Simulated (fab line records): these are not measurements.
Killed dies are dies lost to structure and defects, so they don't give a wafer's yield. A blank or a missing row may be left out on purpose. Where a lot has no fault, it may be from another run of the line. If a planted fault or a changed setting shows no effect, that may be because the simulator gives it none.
Which of the tools did it? / flow nand_harc / 72 wafers from 24 lots sampled at 6 of the route's 1302 steps

## WHAT THE GAUGES SHOWED, per wafer
NHARC_P_M1_THK_MEAS_24: measures by xrf. Usual: thk_nm reads 158.2 nm (standard deviation 1.7).
lot=L074; measured=day 6 12:31; on=film_metro-01; thk_nm (nm)=155.3 159.1 156.5; flag=
lot=L075; measured=day 6 15:39; on=film_metro-02; thk_nm (nm)=155.4 159.7 157.8; flag=
lot=L076; measured=day 7 03:23; on=film_metro-02; thk_nm (nm)=157.0 161.4 156.4; flag=
lot=L077; measured=day 7 14:43; on=film_metro-01; thk_nm (nm)=158.4 159.5 157.8; flag=
lot=L078; measured=day 8 02:38; on=film_metro-02; thk_nm (nm)=156.3 159.2 159.9; flag=
lot=L079; measured=day 8 07:56; on=film_metro-01; thk_nm (nm)=157.6 161.1 160.0; flag=
lot=L080; measured=day 9 01:16; on=film_metro-01; thk_nm (nm)=157.6 158.4 159.7; flag=
lot=L081; measured=day 9 11:02; on=film_metro-02; thk_nm (nm)=157.4 161.2 159.6; flag=
lot=L082; measured=day 9 16:43; on=film_metro-01; thk_nm (nm)=160.8 158.4 157.7; flag=
lot=L083; measured=day 10 10:32; on=film_metro-02; thk_nm (nm)=157.9 156.7 156.1; flag=
lot=L084; measured=day 10 14:52; on=film_metro-02; thk_nm (nm)=157.3 160.2 155.8; flag=
lot=L085; measured=day 10 18:31; on=film_metro-01; thk_nm (nm)=157.7 158.8 159.5; flag=
lot=L086; measured=day 11 05:47; on=film_metro-02; thk_nm (nm)=159.2 161.0 157.4; flag=
lot=L087; measured=day 11 17:19; on=film_metro-01; thk_nm (nm)=156.3 160.0 159.2; flag=
lot=L089; measured=day 12 11:59; on=film_metro-02; thk_nm (nm)=160.7 160.1 159.1; flag=
lot=L088; measured=day 12 14:22; on=film_metro-02; thk_nm (nm)=157.2 158.4 159.4; flag=
lot=L090; measured=day 13 07:48; on=film_metro-02; thk_nm (nm)=159.3 162.2 157.1; flag=
lot=L091; measured=day 13 10:06; on=film_metro-02; thk_nm (nm)=162.4 155.5 158.1; flag=
lot=L092; measured=day 13 20:11; on=film_metro-01; thk_nm (nm)=158.9 155.6 158.3; flag=
lot=L093; measured=day 14 05:38; on=film_metro-02; thk_nm (nm)=157.3 156.9 157.5; flag=
lot=L094; measured=day 14 21:05; on=film_metro-01; thk_nm (nm)=159.0 157.4 163.0; flag=
lot=L095; measured=day 15 00:47; on=film_metro-01; thk_nm (nm)=156.5 158.9 159.0; flag=
lot=L096; measured=day 15 14:10; on=film_metro-02; thk_nm (nm)=159.3 158.5 157.0; flag=
lot=L097; measured=day 16 00:15; on=film_metro-01; thk_nm (nm)=159.0 155.9 157.1; flag=

NHARC_P_BONDPAD_THK_MEAS_33: measures by ellipsometry. Usual: thk_nm reads 199.9 nm (standard deviation 1.6).
lot=L074; measured=day 6 18:00; on=film_metro-01; thk_nm (nm)=200.0 197.4 198.0; flag=
lot=L075; measured=day 6 21:10; on=film_metro-02; thk_nm (nm)=200.3 201.8 198.7; flag=
lot=L076; measured=day 7 09:02; on=film_metro-01; thk_nm (nm)=198.6 199.6 200.7; flag=
lot=L077; measured=day 7 20:25; on=film_metro-01; thk_nm (nm)=201.3 200.9 200.3; flag=
lot=L078; measured=day 8 08:19; on=film_metro-01; thk_nm (nm)=198.9 200.6 200.7; flag=
lot=L079; measured=day 8 13:20; on=film_metro-02; thk_nm (nm)=199.5 200.0 200.7; flag=
lot=L080; measured=day 9 06:52; on=film_metro-02; thk_nm (nm)=200.4 199.3 202.7; flag=
lot=L081; measured=day 9 18:07; on=film_metro-01; thk_nm (nm)=200.3 199.2 200.2; flag=
lot=L082; measured=day 9 22:40; on=film_metro-01; thk_nm (nm)=199.0 200.1 203.3; flag=
lot=L083; measured=day 10 16:01; on=film_metro-01; thk_nm (nm)=201.8 199.4 200.3; flag=
lot=L084; measured=day 10 20:14; on=film_metro-02; thk_nm (nm)=201.2 200.8 200.7; flag=
lot=L085; measured=day 11 00:02; on=film_metro-02; thk_nm (nm)=199.9 203.0 198.2; flag=
lot=L086; measured=day 11 11:32; on=film_metro-01; thk_nm (nm)=196.4 202.1 200.4; flag=
lot=L087; measured=day 11 22:50; on=film_metro-01; thk_nm (nm)=200.1 199.7 199.7; flag=
lot=L089; measured=day 12 17:31; on=film_metro-02; thk_nm (nm)=201.2 199.1 196.6; flag=
lot=L088; measured=day 12 19:56; on=film_metro-01; thk_nm (nm)=200.7 201.5 196.5; flag=
lot=L090; measured=day 13 13:20; on=film_metro-01; thk_nm (nm)=199.1 199.2 198.5; flag=
lot=L091; measured=day 13 15:40; on=film_metro-02; thk_nm (nm)=198.9 202.6 200.5; flag=
lot=L092; measured=day 14 01:43; on=film_metro-02; thk_nm (nm)=200.0 198.5 197.0; flag=
lot=L093; measured=day 14 11:22; on=film_metro-02; thk_nm (nm)=198.8 201.8 197.9; flag=
lot=L094; measured=day 15 02:29; on=film_metro-01; thk_nm (nm)=200.8 198.9 197.3; flag=
lot=L095; measured=day 15 06:17; on=film_metro-02; thk_nm (nm)=199.8 201.9 200.1; flag=
lot=L096; measured=day 15 19:36; on=film_metro-02; thk_nm (nm)=200.6 201.4 204.4; flag=
lot=L097; measured=day 16 06:05; on=film_metro-02; thk_nm (nm)=199.8 199.9 199.1; flag=

NHARC_P_BONDPAD_OVL_MEAS_38. Usual: overlay_x_nm -1 nm, standard deviation 4; overlay_y_nm 0 nm, standard deviation 5.7.
lot=L074; measured=day 6 18:40; on=overlay-02; overlay_x_nm (nm)=4 3 4; overlay_y_nm (nm)=2 1 1; flag=
lot=L075; measured=day 6 21:49; on=overlay-01; overlay_x_nm (nm)=-1 0 0; overlay_y_nm (nm)=8 8 8; flag=
lot=L076; measured=day 7 09:41; on=overlay-01; overlay_x_nm (nm)=2 2 2; overlay_y_nm (nm)=-13 -13 -13; flag=
lot=L077; measured=day 7 21:05; on=overlay-01; overlay_x_nm (nm)=3 2 2; overlay_y_nm (nm)=0 0 0; flag=
lot=L078; measured=day 8 08:50; on=overlay-01; overlay_x_nm (nm)=-6 -6 -6; overlay_y_nm (nm)=2 3 1; flag=
lot=L079; measured=day 8 14:00; on=overlay-02; overlay_x_nm (nm)=0 0 0; overlay_y_nm (nm)=-2 -2 -2; flag=
lot=L080; measured=day 9 07:23; on=overlay-02; overlay_x_nm (nm)=6 6 5; overlay_y_nm (nm)=7 7 7; flag=
lot=L081; measured=day 9 18:39; on=overlay-01; overlay_x_nm (nm)=-3 -2 -3; overlay_y_nm (nm)=-5 -5 -4; flag=
lot=L082; measured=day 9 23:11; on=overlay-01; overlay_x_nm (nm)=-3 -3 -3; overlay_y_nm (nm)=1 0 1; flag=
lot=L083; measured=day 10 16:41; on=overlay-02; overlay_x_nm (nm)=-7 -7 -7; overlay_y_nm (nm)=-4 -4 -4; flag=
lot=L084; measured=day 10 20:46; on=overlay-01; overlay_x_nm (nm)=-3 -4 -3; overlay_y_nm (nm)=-1 -1 -1; flag=
lot=L085; measured=day 11 00:34; on=overlay-02; overlay_x_nm (nm)=3 3 2; overlay_y_nm (nm)=-6 -7 -6; flag=
lot=L086; measured=day 11 12:05; on=overlay-01; overlay_x_nm (nm)=3 3 3; overlay_y_nm (nm)=10 9 9; flag=
lot=L087; measured=day 11 23:22; on=overlay-02; overlay_x_nm (nm)=7 8 8; overlay_y_nm (nm)=-7 -7 -8; flag=
lot=L089; measured=day 12 18:03; on=overlay-02; overlay_x_nm (nm)=-2 -2 -2; overlay_y_nm (nm)=0 -1 -1; flag=
lot=L088; measured=day 12 20:35; on=overlay-02; overlay_x_nm (nm)=3 3 2; overlay_y_nm (nm)=2 2 3; flag=
lot=L090; measured=day 13 13:59; on=overlay-01; overlay_x_nm (nm)=-1 0 -1; overlay_y_nm (nm)=1 1 2; flag=
lot=L091; measured=day 13 16:20; on=overlay-01; overlay_x_nm (nm)=3 3 3; overlay_y_nm (nm)=5 4 4; flag=
lot=L092; measured=day 14 02:22; on=overlay-01; overlay_x_nm (nm)=-4 -3 -4; overlay_y_nm (nm)=2 2 3; flag=
lot=L093; measured=day 14 11:54; on=overlay-01; overlay_x_nm (nm)=-1 -1 -1; overlay_y_nm (nm)=-10 -10 -10; flag=
lot=L094; measured=day 15 03:01; on=overlay-01; overlay_x_nm (nm)=-2 -3 -2; overlay_y_nm (nm)=3 4 3; flag=
lot=L095; measured=day 15 06:57; on=overlay-02; overlay_x_nm (nm)=-1 -1 -1; overlay_y_nm (nm)=6 6 6; flag=
lot=L096; measured=day 15 20:16; on=overlay-01; overlay_x_nm (nm)=-9 -9 -10; overlay_y_nm (nm)=-8 -8 -8; flag=
lot=L097; measured=day 16 06:44; on=overlay-02; overlay_x_nm (nm)=-4 -4 -4; overlay_y_nm (nm)=4 4 4; flag=

NHARC_P_BONDPAD_CD_MEAS_13. Usual: cd_nm reads 499 nm (standard deviation 3.3).
lot=L074; measured=day 6 19:05; on=cd_sem-01; cd_nm (nm)=497 497 496; flag=
lot=L075; measured=day 6 22:15; on=cd_sem-03; cd_nm (nm)=501 498 495; flag=
lot=L076; measured=day 7 10:07; on=cd_sem-02; cd_nm (nm)=495 501 501; flag=
lot=L077; measured=day 7 21:31; on=cd_sem-01; cd_nm (nm)=499 502 503; flag=
lot=L078; measured=day 8 09:17; on=cd_sem-02; cd_nm (nm)=497 501 504; flag=
lot=L079; measured=day 8 14:26; on=cd_sem-03; cd_nm (nm)=498 507 503; flag=
lot=L080; measured=day 9 07:50; on=cd_sem-02; cd_nm (nm)=497 499 504; flag=
lot=L081; measured=day 9 19:06; on=cd_sem-03; cd_nm (nm)=508 504 501; flag=
lot=L082; measured=day 9 23:41; on=cd_sem-01; cd_nm (nm)=502 506 507; flag=
lot=L083; measured=day 10 17:08; on=cd_sem-02; cd_nm (nm)=497 498 500; flag=
lot=L084; measured=day 10 21:12; on=cd_sem-03; cd_nm (nm)=497 498 497; flag=
lot=L085; measured=day 11 01:01; on=cd_sem-03; cd_nm (nm)=490 495 499; flag=
lot=L086; measured=day 11 12:31; on=cd_sem-03; cd_nm (nm)=497 498 499; flag=
lot=L087; measured=day 11 23:49; on=cd_sem-03; cd_nm (nm)=502 503 500; flag=
lot=L089; measured=day 12 18:29; on=cd_sem-01; cd_nm (nm)=499 497 491; flag=
lot=L088; measured=day 12 21:01; on=cd_sem-03; cd_nm (nm)=500 498 498; flag=
lot=L090; measured=day 13 14:26; on=cd_sem-03; cd_nm (nm)=498 491 497; flag=
lot=L091; measured=day 13 16:46; on=cd_sem-01; cd_nm (nm)=499 499 497; flag=
lot=L092; measured=day 14 02:49; on=cd_sem-01; cd_nm (nm)=495 499 496; flag=
lot=L093; measured=day 14 12:20; on=cd_sem-03; cd_nm (nm)=501 497 504; flag=
lot=L094; measured=day 15 03:27; on=cd_sem-03; cd_nm (nm)=498 498 501; flag=
lot=L095; measured=day 15 07:23; on=cd_sem-02; cd_nm (nm)=499 502 502; flag=
lot=L096; measured=day 15 20:42; on=cd_sem-01; cd_nm (nm)=498 501 499; flag=
lot=L097; measured=day 16 07:11; on=cd_sem-02; cd_nm (nm)=498 495 498; flag=

## WHAT TOOL EACH LOT RAN ON (gives the tool, then ch and the chambers of the sampled wafers, and finally the start)
lot=L074; NHARC_P_M1_DEP_33=pecvd-04 ch 1,2, day 6 12:49; NHARC_P_M2_ETCH_35=rie_diel-04 ch 1,2,3, day 6 14:19
lot=L075; NHARC_P_M1_DEP_33=pecvd-04 ch 0,1,2, day 6 15:58; NHARC_P_M2_ETCH_35=rie_diel-04 ch 0,2, day 6 17:28
lot=L076; NHARC_P_M1_DEP_33=pecvd-01 ch 0,2, day 7 03:44; NHARC_P_M2_ETCH_35=rie_diel-10 ch 0,2, day 7 05:06
lot=L077; NHARC_P_M1_DEP_33=pecvd-04 ch 0,2, day 7 15:02; NHARC_P_M2_ETCH_35=rie_diel-10 ch 0,3, day 7 16:33
lot=L078; NHARC_P_M1_DEP_33=pecvd-03 ch 0,1,2, day 8 03:05; NHARC_P_M2_ETCH_35=rie_diel-08 ch 2,3, day 8 04:29
lot=L079; NHARC_P_M1_DEP_33=pecvd-01 ch 0,2, day 8 08:19; NHARC_P_M2_ETCH_35=rie_diel-08 ch 1,3, day 8 09:38
lot=L080; NHARC_P_M1_DEP_33=pecvd-04 ch 0,1,2, day 9 01:37; NHARC_P_M2_ETCH_35=rie_diel-04 ch 0,2,3, day 9 03:07
lot=L081; NHARC_P_M1_DEP_33=pecvd-03 ch 1,2, day 9 11:20; NHARC_P_M2_ETCH_35=rie_diel-10 ch 0,1, day 9 12:51
lot=L082; NHARC_P_M1_DEP_33=pecvd-01 ch 0,2, day 9 17:01; NHARC_P_M2_ETCH_35=rie_diel-08 ch 1,2, day 9 18:32
lot=L083; NHARC_P_M1_DEP_33=pecvd-01 ch 0,1,2, day 10 10:50; NHARC_P_M2_ETCH_35=rie_diel-04 ch 2,3, day 10 12:17
lot=L084; NHARC_P_M1_DEP_33=pecvd-01 ch 0,1,2, day 10 15:10; NHARC_P_M2_ETCH_35=rie_diel-08 ch 0,1,2, day 10 16:32
lot=L085; NHARC_P_M1_DEP_33=pecvd-04 ch 0,2, day 10 18:52; NHARC_P_M2_ETCH_35=rie_diel-04 ch 0,2, day 10 20:20
lot=L086; NHARC_P_M1_DEP_33=pecvd-01 ch 0,1,2, day 11 06:08; NHARC_P_M2_ETCH_35=rie_diel-08 ch 1,3, day 11 07:37
lot=L087; NHARC_P_M1_DEP_33=pecvd-03 ch 0,1,2, day 11 17:37; NHARC_P_M2_ETCH_35=rie_diel-08 ch 1,2,3, day 11 19:08
lot=L089; NHARC_P_M1_DEP_33=pecvd-03 ch 0,2, day 12 12:20; NHARC_P_M2_ETCH_35=rie_diel-08 ch 1,2, day 12 13:49
lot=L088; NHARC_P_M1_DEP_33=pecvd-01 ch 0,1, day 12 14:43; NHARC_P_M2_ETCH_35=rie_diel-10 ch 1,2,3, day 12 16:14
lot=L090; NHARC_P_M1_DEP_33=pecvd-03 ch 0,1,2, day 13 08:06; NHARC_P_M2_ETCH_35=rie_diel-10 ch 0,1,2, day 13 09:37
lot=L091; NHARC_P_M1_DEP_33=pecvd-04 ch 0,2, day 13 10:25; NHARC_P_M2_ETCH_35=rie_diel-04 ch 1,2,3, day 13 11:56
lot=L092; NHARC_P_M1_DEP_33=pecvd-04 ch 0,2, day 13 20:32; NHARC_P_M2_ETCH_35=rie_diel-08 ch 0,1,3, day 13 22:01
lot=L093; NHARC_P_M1_DEP_33=pecvd-04 ch 0,1,2, day 14 05:59; NHARC_P_M2_ETCH_35=rie_diel-08 ch 0,3, day 14 07:20
lot=L094; NHARC_P_M1_DEP_33=pecvd-04 ch 0,2, day 14 21:23; NHARC_P_M2_ETCH_35=rie_diel-08 ch 0,3, day 14 22:46
lot=L095; NHARC_P_M1_DEP_33=pecvd-03 ch 0,1,2, day 15 01:05; NHARC_P_M2_ETCH_35=rie_diel-10 ch 1,3, day 15 02:35
lot=L096; NHARC_P_M1_DEP_33=pecvd-03 ch 0,1,2, day 15 14:36; NHARC_P_M2_ETCH_35=rie_diel-08 ch 0,1, day 15 15:52
lot=L097; NHARC_P_M1_DEP_33=pecvd-01 ch 0,1,2, day 16 00:35; NHARC_P_M2_ETCH_35=rie_diel-08 ch 0,1,2, day 16 02:05
- NHARC_P_M1_DEP_33: deposits SiCN, target thk 30 nm.
- NHARC_P_M2_ETCH_35: etches the open film in N2/H2, target depth 40 nm, overetch 12 nm, time 43.94 s.

## WHAT THE TOOLS THEMSELVES READ (means of the sampled wafers that have a number; where no wafer has one, the mark that the record gives instead)
NHARC_P_M1_DEP_33. Usual: heater_power_w reads 592 W (standard deviation 60).
lot=L074; tool=pecvd-04; heater_power_w (W)=680; flag=
lot=L075; tool=pecvd-04; heater_power_w (W)=656; flag=
lot=L076; tool=pecvd-01; heater_power_w (W)=533; flag=
lot=L077; tool=pecvd-04; heater_power_w (W)=587; flag=
lot=L078; tool=pecvd-03; heater_power_w (W)=604; flag=
lot=L079; tool=pecvd-01; heater_power_w (W)=546; flag=
lot=L080; tool=pecvd-04; heater_power_w (W)=629; flag=
lot=L081; tool=pecvd-03; heater_power_w (W)=592; flag=
lot=L082; tool=pecvd-01; heater_power_w (W)=508; flag=
lot=L083; tool=pecvd-01; heater_power_w (W)=510; flag=
lot=L084; tool=pecvd-01; heater_power_w (W)=553; flag=
lot=L085; tool=pecvd-04; heater_power_w (W)=661; flag=
lot=L086; tool=pecvd-01; heater_power_w (W)=556; flag=
lot=L087; tool=pecvd-03; heater_power_w (W)=614; flag=
lot=L089; tool=pecvd-03; heater_power_w (W)=642; flag=
lot=L088; tool=pecvd-01; heater_power_w (W)=508; flag=
lot=L090; tool=pecvd-03; heater_power_w (W)=615; flag=
lot=L091; tool=pecvd-04; heater_power_w (W)=609; flag=
lot=L092; tool=pecvd-04; heater_power_w (W)=652; flag=
lot=L093; tool=pecvd-04; heater_power_w (W)=645; flag=
lot=L094; tool=pecvd-04; heater_power_w (W)=621; flag=
lot=L095; tool=pecvd-03; heater_power_w (W)=603; flag=
lot=L096; tool=pecvd-03; heater_power_w (W)=651; flag=
lot=L097; tool=pecvd-01; heater_power_w (W)=506; flag=

NHARC_P_M2_ETCH_35. Usual: drypump_motor_current_A 5.8 A, standard deviation 0.41; oes_product_au 0.995 a.u., standard deviation 0.013; rf_vpp_V 429.2 V, standard deviation 2.1; showerhead_plenum_p_Torr 2.00 Torr, standard deviation 0.065; throttle_valve_pct 14.173 %, standard deviation 0.0092.
lot=L074; tool=rie_diel-04; drypump_motor_current_A (A)=5.5; oes_product_au (a.u.)=0.996; rf_vpp_V (V)=431.6; showerhead_plenum_p_Torr (Torr)=2.05; throttle_valve_pct (%)=14.184; flag=
lot=L075; tool=rie_diel-04; drypump_motor_current_A (A)=5.4; oes_product_au (a.u.)=0.997; rf_vpp_V (V)=428.5; showerhead_plenum_p_Torr (Torr)=1.99; throttle_valve_pct (%)=14.177; flag=
lot=L076; tool=rie_diel-10; drypump_motor_current_A (A)=5.4; oes_product_au (a.u.)=0.983; rf_vpp_V (V)=430.6; showerhead_plenum_p_Torr (Torr)=2.04; throttle_valve_pct (%)=14.170; flag=
lot=L077; tool=rie_diel-10; drypump_motor_current_A (A)=6.0; oes_product_au (a.u.)=1.012; rf_vpp_V (V)=431.7; showerhead_plenum_p_Torr (Torr)=2.08; throttle_valve_pct (%)=14.164; flag=
lot=L078; tool=rie_diel-08; drypump_motor_current_A (A)=5.7; oes_product_au (a.u.)=0.997; rf_vpp_V (V)=429.0; showerhead_plenum_p_Torr (Torr)=1.96; throttle_valve_pct (%)=14.177; flag=
lot=L079; tool=rie_diel-08; drypump_motor_current_A (A)=5.8; oes_product_au (a.u.)=0.981; rf_vpp_V (V)=428.8; showerhead_plenum_p_Torr (Torr)=2.00; throttle_valve_pct (%)=14.176; flag=
lot=L080; tool=rie_diel-04; drypump_motor_current_A (A)=5.4; oes_product_au (a.u.)=0.998; rf_vpp_V (V)=430.3; showerhead_plenum_p_Torr (Torr)=2.01; throttle_valve_pct (%)=14.173; flag=
lot=L081; tool=rie_diel-10; drypump_motor_current_A (A)=5.8; oes_product_au (a.u.)=0.997; rf_vpp_V (V)=428.0; showerhead_plenum_p_Torr (Torr)=1.97; throttle_valve_pct (%)=14.168; flag=
lot=L082; tool=rie_diel-08; drypump_motor_current_A (A)=6.1; oes_product_au (a.u.)=0.987; rf_vpp_V (V)=427.5; showerhead_plenum_p_Torr (Torr)=1.95; throttle_valve_pct (%)=14.170; flag=
lot=L083; tool=rie_diel-04; drypump_motor_current_A (A)=5.1; oes_product_au (a.u.)=0.990; rf_vpp_V (V)=429.0; showerhead_plenum_p_Torr (Torr)=1.98; throttle_valve_pct (%)=14.175; flag=
lot=L084; tool=rie_diel-08; drypump_motor_current_A (A)=6.0; oes_product_au (a.u.)=0.978; rf_vpp_V (V)=428.2; showerhead_plenum_p_Torr (Torr)=1.97; throttle_valve_pct (%)=14.181; flag=
lot=L085; tool=rie_diel-04; drypump_motor_current_A (A)=5.4; oes_product_au (a.u.)=1.010; rf_vpp_V (V)=429.2; showerhead_plenum_p_Torr (Torr)=1.99; throttle_valve_pct (%)=14.173; flag=
lot=L086; tool=rie_diel-08; drypump_motor_current_A (A)=5.8; oes_product_au (a.u.)=0.988; rf_vpp_V (V)=428.1; showerhead_plenum_p_Torr (Torr)=2.00; throttle_valve_pct (%)=14.175; flag=
lot=L087; tool=rie_diel-08; drypump_motor_current_A (A)=5.9; oes_product_au (a.u.)=0.984; rf_vpp_V (V)=428.2; showerhead_plenum_p_Torr (Torr)=1.97; throttle_valve_pct (%)=14.176; flag=
lot=L089; tool=rie_diel-08; drypump_motor_current_A (A)=6.0; oes_product_au (a.u.)=0.985; rf_vpp_V (V)=428.1; showerhead_plenum_p_Torr (Torr)=1.98; throttle_valve_pct (%)=14.172; flag=
lot=L088; tool=rie_diel-10; drypump_motor_current_A (A)=5.7; oes_product_au (a.u.)=1.013; rf_vpp_V (V)=429.0; showerhead_plenum_p_Torr (Torr)=2.01; throttle_valve_pct (%)=14.177; flag=
lot=L090; tool=rie_diel-10; drypump_motor_current_A (A)=5.6; oes_product_au (a.u.)=1.006; rf_vpp_V (V)=429.6; showerhead_plenum_p_Torr (Torr)=2.00; throttle_valve_pct (%)=14.178; flag=
lot=L091; tool=rie_diel-04; drypump_motor_current_A (A)=5.6; oes_product_au (a.u.)=1.005; rf_vpp_V (V)=430.6; showerhead_plenum_p_Torr (Torr)=2.05; throttle_valve_pct (%)=14.163; flag=
lot=L092; tool=rie_diel-08; drypump_motor_current_A (A)=5.8; oes_product_au (a.u.)=0.988; rf_vpp_V (V)=429.4; showerhead_plenum_p_Torr (Torr)=1.99; throttle_valve_pct (%)=14.171; flag=
lot=L093; tool=rie_diel-08; drypump_motor_current_A (A)=5.7; oes_product_au (a.u.)=0.996; rf_vpp_V (V)=428.9; showerhead_plenum_p_Torr (Torr)=1.98; throttle_valve_pct (%)=14.177; flag=
lot=L094; tool=rie_diel-08; drypump_motor_current_A (A)=5.6; oes_product_au (a.u.)=0.994; rf_vpp_V (V)=428.1; showerhead_plenum_p_Torr (Torr)=1.98; throttle_valve_pct (%)=14.168; flag=
lot=L095; tool=rie_diel-10; drypump_motor_current_A (A)=6.1; oes_product_au (a.u.)=1.010; rf_vpp_V (V)=429.7; showerhead_plenum_p_Torr (Torr)=2.03; throttle_valve_pct (%)=14.172; flag=
lot=L096; tool=rie_diel-08; drypump_motor_current_A (A)=5.9; oes_product_au (a.u.)=0.994; rf_vpp_V (V)=428.3; showerhead_plenum_p_Torr (Torr)=1.98; throttle_valve_pct (%)=14.167; flag=
lot=L097; tool=rie_diel-08; drypump_motor_current_A (A)=6.0; oes_product_au (a.u.)=0.989; rf_vpp_V (V)=428.5; showerhead_plenum_p_Torr (Torr)=1.97; throttle_valve_pct (%)=14.172; flag=

## THE ANSWER, worked out from the rows above alone
Rule: take the mean of a lot's wafers that have a number; if it is more than 3 standard deviations from the usual mean, the lot is off. A lot without any number at a reading at which 4 lots or more have one is off too. Where the step has rows for the other lots, those lots are counted as sound. After the gauges, taken in route order, come the tools' own readings; for these a lot's mean is taken, as printed above. At the first step where some lot is off, the reading lying furthest off is the one used; lots without a number count as furthest.
No lot is off at any reading shown: from this, nothing can be told.

## WHAT HAD BEEN PUT IN BY THE SIMULATOR
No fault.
